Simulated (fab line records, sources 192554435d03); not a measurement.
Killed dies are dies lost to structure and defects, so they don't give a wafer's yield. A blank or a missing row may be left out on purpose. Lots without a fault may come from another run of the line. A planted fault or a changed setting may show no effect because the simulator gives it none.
Chamber matching | flow n5_finfet | N5_PMOS_HMC_CHANNEL_EPI_HM_OPEN_15 on rie_diel-02: 4 sister chambers
The step chemistry CHF3/O2, target SiO2, target depth 40.6 nm, time 20.3 s. 14 wafers are shown with their chamber, then 6 later ones without.

WAFERS WITH THEIR CHAMBER
wafer  | chamber | showerhead_plenum_p_Torr (Torr) | throttle_valve_pct (%) | rf_vpp_V (V)
L685.1 | 0       | 2.31                            | 18.98                  | 526
L685.3 | 2       | 2.47                            | 19.12                  | 531
L685.6 | 3       | 2.48                            | 19.22                  | 506
L688.3 | 3       | 2.48                            | 19.24                  | 507
L688.4 | 0       | 2.31                            | 18.99                  | 528
L688.6 | 0       | 2.31                            | 18.98                  | 528
L689.1 | 1       | 2.43                            | 19.04                  | 533
L689.3 | 1       | 2.43                            | 19.04                  | 530
L689.6 | 3       | 2.48                            | 19.25                  | 506
L690.2 | 0       | 2.31                            | 18.97                  | 527
L690.3 | 1       | 2.43                            | 19.04                  | 530
L690.5 | 1       | 2.42                            | 19.04                  | 530
L691.1 | 1       | 2.42                            | 19.06                  | 531
L691.2 | 2       | 2.47                            | 19.13                  | 529

SIGNATURES (means of the wafers above)
reading                  | chamber 0 | chamber 1 | chamber 2 | chamber 3 | scatter within a chamber
showerhead_plenum_p_Torr | 2.3100    | 2.4260    | 2.4700    | 2.4800    | 0.00346
throttle_valve_pct       | 18.9800   | 19.0440   | 19.1250   | 19.2367   | 0.0102
rf_vpp_V                 | 527.25    | 530.80    | 530.00    | 506.33    | 1.11
Rule: a wafer's distance from a chamber is the root of the sum, over the readings, of the square of ((its reading less the chamber's mean) divided by the reading's scatter). The wafer belongs to the nearest chamber; if the next one is less than 2 further off, it can't be placed. The scatter: the root of (the sum of the squares of (reading less its chamber's mean) over the shown wafers, divided by (wafers less chambers)).

WAFERS WITHOUT THEIR CHAMBER
wafer  | showerhead_plenum_p_Torr (Torr) | throttle_valve_pct (%) | rf_vpp_V (V)
L691.4 | 2.47                            | 19.14                  | 530
L693.1 | 2.42                            | 19.06                  | 531
L693.2 | 2.48                            | 18.78                  | 506
L693.6 | 2.48                            | 18.79                  | 505
L698.1 | 2.47                            | 18.79                  | 530
L698.2 | 2.48                            | 18.75                  | 506

WHICH CHAMBER EACH WENT THROUGH
wafer  | from the rows above | in truth
L691.4 | 2                   | 2
L693.1 | 1                   | 1
L693.2 | 1                   | 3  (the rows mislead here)
L693.6 | 1                   | 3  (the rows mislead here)
L698.1 | 1                   | 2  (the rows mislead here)
L698.2 | 1                   | 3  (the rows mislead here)
Placed correctly: 2 of 6. Can't be placed from these rows: 0. Placed wrongly: 4.
